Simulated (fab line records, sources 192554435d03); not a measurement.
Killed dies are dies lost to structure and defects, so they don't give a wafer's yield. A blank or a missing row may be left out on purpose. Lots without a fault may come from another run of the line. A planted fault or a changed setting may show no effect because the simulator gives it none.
Which tool did it? | flow n5_finfet | 11 lots, 33 wafers sampled, at 3 steps of a route of 1938

WHAT THE GAUGES READ, wafer by wafer
N5_BEOL_M4_RC_MEAS_101.
lot  | measured     | on        | DIBL_N (mV/V)
L787 | day 7 15:56  | prober-01 | 40.9 39.8 36.5
L788 | day 8 20:15  | prober-02 | 36.7 34.7 39.2
L789 | day 8 23:30  | prober-01 | 36.3 35.8 38.5
L790 | day 9 03:07  | prober-02 | 34.3 34.0 32.7
L792 | day 10 02:00 | prober-02 | 32.7 34.2 35.7
L795 | day 10 05:17 | prober-01 | 37.1 38.0 40.5
L801 | day 11 10:08 | prober-02 | 35.4 36.7 34.1
L800 | day 11 10:07 | prober-01 | 35.5 33.3 35.3
L807 | day 12 22:59 | prober-02 | 36.0 33.0 37.4
L808 | day 14 04:22 | prober-01 | 36.3 36.6 35.2
L810 | day 14 06:26 | prober-01 | 37.2 37.9 39.3

WHICH TOOL RAN EACH LOT (tool, then ch and the chambers of the sampled wafers, then the start)
lot  | N5_BEOL_M1_ANNEAL_87         | N5_BEOL_M1_CMP_52
L787 | pvd_sputter-02, day 6 09:02  | cmp-01 ch 0,1, day 6 10:32
L788 | pvd_sputter-02, day 6 19:49  | cmp-04 ch 0,1, day 6 21:19
L789 | pvd_sputter-01, day 6 23:16  | cmp-03 ch 0,1,2, day 7 00:51
L790 | pvd_sputter-03, day 7 04:32  | cmp-01 ch 1,2,3, day 7 06:19
L792 | pvd_sputter-01, day 7 16:10  | cmp-01 ch 0,2,3, day 7 17:40
L795 | pvd_sputter-01, day 8 12:15  | cmp-04 ch 1,2,3, day 8 13:50
L801 | pvd_sputter-02, day 9 17:31  | cmp-03 ch 2,3, day 9 19:01
L800 | pvd_sputter-01, day 9 20:58  | cmp-03 ch 1,3, day 9 22:32
L807 | pvd_sputter-03, day 11 14:04 | cmp-01 ch 0,3, day 11 15:35
L808 | pvd_sputter-02, day 12 00:59 | cmp-03 ch 1,2, day 12 02:30
L810 | pvd_sputter-01, day 12 05:49 | cmp-03 ch 1,2,3, day 12 07:23
- N5_BEOL_M1_ANNEAL_87: time 240 s.
- N5_BEOL_M1_CMP_52: polishes, stops on SiOC, t overpolish 6.8 s, target thk 40 nm.

THE ANSWER, worked out from the rows above alone
Rule: what is usual is taken from the lots themselves. Put in order of their means at a reading, lots are off if they are a third of the lots or fewer, leave a main group of 4 or more, and stand apart from it by a gap of 3 or more times the standard deviation of the main group's means; of several such gaps the widest counts. A main group whose means are all the same, to the digits that the tables above print for the reading, isn't used. A lot without any number at a reading at which 4 lots or more have one is off too. The other lots that the step has rows for count as sound.
No lot is off at any reading shown: from this, nothing can be told.

WHAT THE SIMULATOR HAD PUT IN
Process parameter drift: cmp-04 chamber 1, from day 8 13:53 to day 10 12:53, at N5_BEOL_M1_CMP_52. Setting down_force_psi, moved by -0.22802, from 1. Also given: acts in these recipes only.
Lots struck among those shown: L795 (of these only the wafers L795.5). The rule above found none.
